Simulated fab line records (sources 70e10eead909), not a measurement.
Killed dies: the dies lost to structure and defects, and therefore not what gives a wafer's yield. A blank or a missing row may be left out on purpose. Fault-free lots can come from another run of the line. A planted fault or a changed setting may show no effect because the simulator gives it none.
Matching of chambers    flow nand-harc    NHARC_A_CHANNEL_FILL_D2_ALD_25 on ald-hk-01: 4 sister chambers
The step deposits SiOx, target thk 60 nm, pulse time 10 s, ald cycles 600. 4 wafers are shown with their chamber, then 9 later ones without.

EACH WAFER AND ITS CHAMBER
wafer   chamber  heater-power-w (W)
L077.1  1        407
L084.4  2        436
L085.5  3        433
L085.6  0        509

WAFERS WHOSE CHAMBER IS MISSING
wafer   heater-power-w (W)
L091.1  424
L091.3  406
L091.4  422
L094.3  423
L094.4  491
L094.6  417
L097.3  476
L097.2  411
L097.4  420

EACH ONE'S CHAMBER
wafer   from the rows above           in truth
L091.1  can't be placed: 3 or 2 or 1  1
L091.3  can't be placed: 1 or 3 or 2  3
L091.4  can't be placed: 3 or 2 or 1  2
L094.3  can't be placed: 3 or 2 or 1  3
L094.4  0                             0
L094.6  can't be placed: 1 or 3 or 2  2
L097.3  can't be placed: 0 or 2 or 3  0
L097.2  can't be placed: 1 or 3 or 2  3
L097.4  can't be placed: 1 or 3 or 2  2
Placed correctly: 1 of 9. Cannot be placed on the basis of these rows: 8; the candidates contain the true chamber in 8. 0 placed wrongly.
How it was worked out, from the rows above alone: a wafer's distance from a chamber is the root of the sum, over the readings, of the square of ((its reading less the chamber's mean) divided by the reading's scatter). The wafer belongs to the nearest chamber; if the next one is less than 2 further off, it can't be placed. The mean given for a chamber averages the wafers shown for that chamber. The scatter: with one shown wafer a chamber, the root of the mean of the squares of how far each hidden wafer lies from its nearest shown one.
